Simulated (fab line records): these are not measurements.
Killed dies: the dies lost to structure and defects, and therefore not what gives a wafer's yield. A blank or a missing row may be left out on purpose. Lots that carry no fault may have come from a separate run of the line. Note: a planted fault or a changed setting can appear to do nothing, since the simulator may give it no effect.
What tool caused it? | flow nand harc | 72 wafers from 24 lots sampled at 4 of the route's 1159 steps

WHAT THE GAUGES READ, wafer by wafer
NHARC_A_CONTACT_INSPECT_10. Usual: raw defect count at 27, with a standard deviation of 13.
lot  | measured     | on                | raw defect count | flag
L075 | day 16 19:37 | defect inspect-02 | 21 33 25         |
L074 | day 17 01:32 | defect inspect-02 | 19 13 16         |
L077 | day 17 12:31 | defect inspect-01 | 25 23 15         |
L076 | day 17 14:18 | defect inspect-01 | 26 33 19         |
L078 | day 17 21:37 | defect inspect-02 | 26 23 14         |
L080 | day 18 03:02 | defect inspect-02 | 37 32 33         |
L079 | day 18 04:11 | defect inspect-01 | 9 14 11          |
L083 | day 18 17:16 | defect inspect-01 | 35 28 39         |
L082 | day 18 22:27 | defect inspect-01 | 8 10 8           |
L081 | day 19 05:47 | defect inspect-01 | 7 7 12           |
L085 | day 19 07:10 | defect inspect-01 | 23 40 23         |
L084 | day 19 09:26 | defect inspect-01 | 32 26 34         |
L088 | day 19 20:13 | defect inspect-01 | 15 14 21         |
L087 | day 19 23:49 | defect inspect-01 | 34 31 29         |
L090 | day 20 07:55 | defect inspect-01 | 45 34 38         |
L086 | day 20 10:42 | defect inspect-02 | 54 40 51         |
L089 | day 20 15:59 | defect inspect-02 | 31 35 34         |
L091 | day 21 08:18 | defect inspect-01 | 18 10 11         |
L092 | day 21 10:29 | defect inspect-01 | 36 41 29         |
L093 | day 21 12:03 | defect inspect-02 | 57 45 50         |
L096 | day 22 11:17 | defect inspect-02 | 49 51 37         |
L094 | day 22 12:41 | defect inspect-02 | 9 17 20          |
L095 | day 22 13:53 | defect inspect-02 | 14 12 23         |
L097 | day 23 00:10 | defect inspect-01 | 35 35 34         |

NHARC_A_CONTACT_CD_MEAS_15. Usual: cd nm at 90.0 nm, with a standard deviation of 0.71.
lot  | measured     | on        | cd nm (nm)     | flag
L075 | day 16 22:44 | cd sem-03 | 89.3 89.1 88.4 |
L074 | day 17 04:03 | cd sem-03 | 89.5 90.7 90.5 |
L077 | day 17 15:00 | cd sem-01 | 88.5 89.1 89.3 |
L076 | day 17 16:53 | cd sem-02 | 89.9 89.8 88.9 |
L078 | day 18 00:17 | cd sem-03 | 89.0 88.9 89.4 |
L080 | day 18 05:31 | cd sem-01 | 90.9 90.5 91.4 |
L079 | day 18 06:39 | cd sem-02 | 89.9 89.3 89.4 |
L083 | day 18 20:44 | cd sem-03 | 90.7 91.0 89.2 |
L082 | day 19 00:49 | cd sem-02 | 90.9 90.1 89.9 |
L081 | day 19 08:14 | cd sem-02 | 89.9 90.3 91.1 |
L085 | day 19 09:35 | cd sem-02 | 90.3 89.9 90.2 |
L084 | day 19 11:50 | cd sem-02 | 89.9 89.8 91.0 |
L088 | day 19 22:38 | cd sem-03 | 89.7 89.7 90.6 |
L087 | day 20 02:14 | cd sem-03 | 90.2 89.5 89.6 |
L090 | day 20 10:17 | cd sem-02 | 90.7 89.9 90.4 |
L086 | day 20 13:04 | cd sem-03 | 89.7 88.9 89.5 |
L089 | day 20 18:20 | cd sem-03 | 90.7 89.4 90.3 |
L091 | day 21 10:41 | cd sem-02 | 90.2 90.9 90.1 |
L092 | day 21 12:58 | cd sem-03 | 90.1 89.4 88.8 |
L093 | day 21 14:26 | cd sem-03 | 89.7 89.4 88.1 |
L096 | day 22 13:43 | cd sem-03 | 91.0 90.1 90.4 |
L094 | day 22 15:03 | cd sem-02 | 91.1 90.7 90.5 |
L095 | day 22 17:51 | cd sem-03 | 90.3 90.6 90.2 |
L097 | day 23 02:35 | cd sem-02 | 90.6 90.6 91.2 |

WHAT TOOL EACH LOT RAN ON (gives the tool, then ch and the chambers of the sampled wafers, and finally the start)
lot  | NHARC_A_CONTACT_DEP_84        | NHARC_A_CONTACT_ETCH_136
L075 | acl dep-01 ch 0, day 16 17:42 | har cap etch-03 ch 0,1, day 16 21:29
L074 | acl dep-03 ch 0, day 16 23:33 | har cap etch-02 ch 0, day 17 03:05
L077 | acl dep-02 ch 0, day 17 10:23 | har cap etch-01 ch 0,1, day 17 13:59
L076 | acl dep-02 ch 0, day 17 12:17 | har cap etch-01 ch 0,1, day 17 15:44
L078 | acl dep-02 ch 0, day 17 19:31 | har cap etch-02 ch 1, day 17 23:18
L080 | acl dep-02 ch 0, day 18 01:28 | har cap etch-01 ch 0,1, day 18 04:32
L079 | acl dep-01 ch 0, day 18 02:41 | har cap etch-02 ch 0,1, day 18 05:40
L083 | acl dep-03 ch 0, day 18 15:07 | har cap etch-02 ch 0,1, day 18 19:40
L082 | acl dep-03 ch 0, day 18 20:33 | har cap etch-01 ch 0,1, day 18 23:50
L081 | acl dep-02 ch 0, day 19 03:53 | har cap etch-02 ch 0,1, day 19 07:10
L085 | acl dep-03 ch 0, day 19 05:11 | har cap etch-02 ch 0,1, day 19 08:33
L084 | acl dep-01 ch 0, day 19 07:19 | har cap etch-02 ch 0,1, day 19 10:50
L088 | acl dep-03 ch 0, day 19 18:05 | har cap etch-01 ch 0,1, day 19 21:38
L087 | acl dep-01 ch 0, day 19 22:01 | har cap etch-03 ch 0,1, day 20 01:17
L090 | acl dep-01 ch 0, day 20 05:54 | har cap etch-02 ch 0,1, day 20 09:18
L086 | acl dep-03 ch 0, day 20 08:41 | har cap etch-03 ch 0, day 20 12:06
L089 | acl dep-01 ch 0, day 20 13:59 | har cap etch-01 ch 0,1, day 20 17:21
L091 | acl dep-02 ch 0, day 21 06:07 | har cap etch-01 ch 0,1, day 21 09:41
L092 | acl dep-03 ch 0, day 21 08:32 | har cap etch-03 ch 0,1, day 21 11:53
L093 | acl dep-02 ch 0, day 21 10:20 | har cap etch-02 ch 0,1, day 21 13:29
L096 | acl dep-03 ch 0, day 22 09:17 | har cap etch-03 ch 0,1, day 22 12:43
L094 | acl dep-03 ch 0, day 22 10:45 | har cap etch-01 ch 0,1, day 22 14:05
L095 | acl dep-03 ch 0, day 22 12:00 | har cap etch-03 ch 0,1, day 22 16:52
L097 | acl dep-03 ch 0, day 22 22:29 | har cap etch-02 ch 0,1, day 23 01:37
- NHARC_A_CONTACT_DEP_84: deposits aC, target thk 2000 nm.
- NHARC_A_CONTACT_ETCH_136: etches the open film in C4F8/O2/Ar, time 132 s, target depth 1287 nm.

AS READ BY THE TOOLS THEMSELVES (means over the sampled wafers that have a number; for cases with no such wafer, the mark the record gives instead)
NHARC_A_CONTACT_DEP_84. Usual: throttle valve pct at 35.000 %, with a standard deviation of 0.0091.
lot  | tool       | throttle valve pct (%) | flag
L075 | acl dep-01 | 35.000                 |
L074 | acl dep-03 | 35.002                 |
L077 | acl dep-02 | 35.002                 |
L076 | acl dep-02 | 35.004                 |
L078 | acl dep-02 | 35.015                 |
L080 | acl dep-02 | 35.004                 |
L079 | acl dep-01 | 35.005                 |
L083 | acl dep-03 | 35.004                 |
L082 | acl dep-03 | 35.004                 |
L081 | acl dep-02 | 34.990                 |
L085 | acl dep-03 | 35.007                 |
L084 | acl dep-01 | 34.992                 |
L088 | acl dep-03 | 35.004                 |
L087 | acl dep-01 | 34.999                 |
L090 | acl dep-01 | 35.000                 |
L086 | acl dep-03 | 34.998                 |
L089 | acl dep-01 | 34.993                 |
L091 | acl dep-02 | 34.999                 |
L092 | acl dep-03 | 34.999                 |
L093 | acl dep-02 | 35.009                 |
L096 | acl dep-03 | 35.000                 |
L094 | acl dep-03 | 34.994                 |
L095 | acl dep-03 | 34.991                 |
L097 | acl dep-03 | 34.997                 |

THE ANSWER, worked out from the rows above alone
Rule: lot off if the mean of its wafers having a number is beyond 3 standard deviations from the usual mean. A lot without any number at a reading at which 4 lots or more have one is off too. Any other lot the step has rows for is counted as sound. The gauges are gone through in route order, then the tools' own readings, and for those a lot's mean is taken as printed above. The first step at which some lot is off is used, and at that step the reading that is off furthest; a lot without a number counts as furthest.
None of the lots is off at any reading shown; this tells nothing.

WHAT HAD BEEN PUT IN BY THE SIMULATOR
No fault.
